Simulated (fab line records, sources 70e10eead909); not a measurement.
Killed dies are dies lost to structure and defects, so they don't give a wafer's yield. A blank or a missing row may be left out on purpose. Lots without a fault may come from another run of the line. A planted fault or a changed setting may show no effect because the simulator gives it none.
Problem report in the 8D (eight disciplines) form, filled by code | flow nand_harc | the parts of the form that need people (team, actions taken, sign-off) are left out

1. THE PROBLEM
thk_nm at NHARC_A_ONON_D1_THK_MEAS_24 reads a mean of 617 nm on 1 wafer of 1 lot; wafers without a fault read 999 nm with a standard deviation of 12. That is -32 standard deviations from the usual mean.
The step: measures by ellipsometry.
First seen on wafer L853.3, day 11 04:53, on film_metro-01. The record holds 39 wafers of 13 lots with a number at this step. Rule for "out", or "out of limits": more than 4 standard deviations from the usual mean. The other wafers with a number count as sound.

2. WHAT IT IS AND WHAT IT IS NOT
question                    | is                | is not
which readings at this step | thk_nm            | -
which lots                  | L853              | L839, L840, L841, L842, L843, L845, L846, L848, L850, L851, L861, L862
which wafers of those lots  | L853.3            | L853.1, L853.5
read on which gauges        | film_metro-01     | film_metro-02
when                        | from day 11 04:53 | up to then (29 sound wafers); but 9 sound wafers of L851, L861, L862 came after

3. SUSPECTS, AND WHAT RULES EACH OUT
Counting: a tool at a process step up to the reading stays a suspect if it ran every lot that is out. Sound lots after the first of them don't rule it out here, since some wafers of a struck lot are sound.
- the gauge at NHARC_A_ONON_D1_THK_MEAS_24: ruled out. All the wafers that are out were read on film_metro-01, but those of them that NHARC_END_SORT_01 has rows for are out there too, on other tools.
- pecvd_onon-02 at NHARC_A_ONON_D1_DEP_22 (target thk 1000 nm): kept. It ran the lot that is out, L853 (day 11 04:23); its last sound lot up to then is L850 (day 10 10:23).
Left after counting: pecvd_onon-02 at NHARC_A_ONON_D1_DEP_22.

4. THE CAUSE (what the simulator had put in)
Process parameter drift: pecvd_onon-02, from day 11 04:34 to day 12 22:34, at NHARC_A_ONON_D1_DEP_22. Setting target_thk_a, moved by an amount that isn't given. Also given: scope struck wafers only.
Counting left only this tool.

5. THE CHAIN OF EFFECTS, in route order
Each row: a reading whose mean over the struck wafers that have a number lies more than 3 standard deviations from the usual. Only readings for which the record gives a usual standard deviation are gone through. hours: the time from each lot's start at the first step in this table that gives one to its start at this step, as a median over the lots. sigmas: the change in usual standard deviations.
hours | step                        | reading         | usual  | on struck wafers | change | sigmas
0     | NHARC_A_ONON_D1_THK_MEAS_24 | thk_nm          | 999 nm | 617              | -382   | -32
263   | NHARC_END_SORT_01           | killed_at_array | 28     | 666              | +638   | +58
263   | NHARC_END_SORT_01           | killed_at_other | 0.8    | 5.0              | +4.2   | +3.8
263   | NHARC_END_SORT_01           | killed_dies     | 32     | 677              | +645   | +59

6. WHAT WOULD HAVE CAUGHT IT SOONER
In this record the first reading out of limits at a measuring or inspecting step was taken at day 11 04:53, 0 hours after the fault began at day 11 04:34.
All the lots that are out (1) had begun NHARC_A_ONON_D1_DEP_22 on pecvd_onon-02 by day 11 04:53. A hold on the tool at that time would have spared none of them.
